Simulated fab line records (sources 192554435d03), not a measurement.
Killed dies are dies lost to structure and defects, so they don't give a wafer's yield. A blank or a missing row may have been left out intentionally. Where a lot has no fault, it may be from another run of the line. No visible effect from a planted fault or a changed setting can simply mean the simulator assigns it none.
Which tool was responsible?    flow n5_finfet    11 lots with 31 wafers sampled at 3 steps, on a route of 1938 steps

WHAT EACH GAUGE READ, for each wafer
N5_PASSIVATION_OVL_MEAS_63.
lot   measured      on          PAD_OVL (nm)
L426  day 11 11:37  overlay-01  1 -4 -4
L427  day 11 11:23  overlay-01  -6 -5 -8
L431  day 13 05:09  overlay-02  -2 -6 -4
L432  day 13 12:59  overlay-01  0 2 2
L433  day 13 13:31  overlay-01  0 -1 -1
L434  day 13 13:22  overlay-02  0 2 -1
L435  day 14 00:46  overlay-01  1 -1
L437  day 14 15:28  overlay-01  4 2 -5
L439  day 15 02:56  overlay-02  -14 -7
L443  day 16 17:07  overlay-01  -3 10 5
L445  day 16 11:04  overlay-01  11 10 9

WHICH TOOL RAN EACH LOT (tool, then ch and the chambers of the sampled wafers, then the start)
lot   N5_ILD0_PRECLEAN_10                 N5_PASSIVATION_PASS_ETCH_74
L426  remote_plasma-01 ch 0, day 3 14:13  rie_diel-01 ch 0,3, day 11 10:10
L427  remote_plasma-01 ch 0, day 3 17:48  rie_diel-03 ch 0,1,2, day 11 09:30
L431  remote_plasma-02 ch 0, day 4 23:59  rie_diel-04 ch 0,1,2, day 13 03:56
L432  remote_plasma-02 ch 0, day 5 02:44  rie_diel-04 ch 0,2, day 13 11:19
L433  remote_plasma-02 ch 1, day 5 11:28  rie_diel-01 ch 0,2,3, day 13 12:05
L434  remote_plasma-01 ch 0, day 5 15:06  rie_diel-03 ch 0,1,3, day 13 11:56
L435  remote_plasma-01 ch 1, day 5 19:41  rie_diel-04 ch 1,2, day 13 22:49
L437  remote_plasma-02 ch 0, day 6 16:49  rie_diel-03 ch 0,2, day 14 14:06
L439  remote_plasma-01 ch 0, day 6 23:18  rie_diel-01 ch 0,1, day 15 00:02
L443  remote_plasma-01 ch 0, day 7 23:50  rie_diel-04 ch 2,3, day 16 13:53
L445  remote_plasma-01 ch 0, day 8 12:02  rie_diel-03 ch 1,2,3, day 16 09:09
- N5_ILD0_PRECLEAN_10: cleans in NF3:NH3, afs cycles 5, time 20 s, sublimation time 60 s.
- N5_PASSIVATION_PASS_ETCH_74: etches SiNx in CF4/O2, target depth 220 nm, time 110 s.

AS READ BY THE TOOLS THEMSELVES (means over the sampled wafers that have a number; for cases with no such wafer, the mark the record gives instead)
N5_ILD0_PRECLEAN_10.
lot   tool              temp_c (C)
L426  remote_plasma-01  29.87
L427  remote_plasma-01  30.06
L431  remote_plasma-02  30.21
L432  remote_plasma-02  29.99
L433  remote_plasma-02  30.04
L434  remote_plasma-01  30.09
L435  remote_plasma-01  30.07
L437  remote_plasma-02  30.07
L439  remote_plasma-01  29.88
L443  remote_plasma-01  29.97
L445  remote_plasma-01  30.07

N5_PASSIVATION_PASS_ETCH_74.
lot   tool         chamber_pressure_mTorr (mTorr)  drypump_motor_current_A (A)  oes_product_au (a.u.)  rf_vpp_V (V)  showerhead_plenum_p_Torr (Torr)  throttle_valve_pct (%)
L426  rie_diel-01  39.99                           5.6                          0.78                   238           2.16                             16.02
L427  rie_diel-03  40.00                           5.6                          0.72                   238           2.20                             16.28
L431  rie_diel-04  39.98                           5.5                          0.76                   242           2.17                             15.94
L432  rie_diel-04  40.01                           5.1                          0.68                   241           2.14                             16.06
L433  rie_diel-01  40.01                           5.8                          0.77                   235           2.17                             16.10
L434  rie_diel-03  39.97                           5.5                          0.71                   240           2.25                             16.29
L435  rie_diel-04  40.02                           5.9                          0.79                   241           2.21                             15.82
L437  rie_diel-03  39.99                           5.6                          0.71                   236           2.16                             16.35
L439  rie_diel-01  40.02                           5.7                          0.85                   238           2.24                             15.86
L443  rie_diel-04  40.00                           5.8                          0.76                   240           2.22                             15.93
L445  rie_diel-03  39.95                           5.5                          0.70                   238           2.19                             16.35

THE ANSWER, worked out from the rows above alone
Rule: the lots themselves supply what counts as usual. Put in order of their means at a reading, lots are off if they are a third of the lots or fewer, leave a main group of 4 or more, and stand apart from it by a gap of 3 or more times the standard deviation of the main group's means; of several such gaps the widest counts. Not used: any main group whose means are identical at the precision the tables above print for the reading. A lot without any number at a reading at which 4 lots or more have one is off too. All remaining lots with rows at the step are treated as sound. First the gauges in route order, then the tools' own readings, where a lot's mean is used as printed above. At the first step where some lot is off, the reading lying furthest off is the one used; lots without a number count as furthest.
No lot is off at any reading shown: from this, nothing can be told.

WHAT HAD BEEN PUT IN BY THE SIMULATOR
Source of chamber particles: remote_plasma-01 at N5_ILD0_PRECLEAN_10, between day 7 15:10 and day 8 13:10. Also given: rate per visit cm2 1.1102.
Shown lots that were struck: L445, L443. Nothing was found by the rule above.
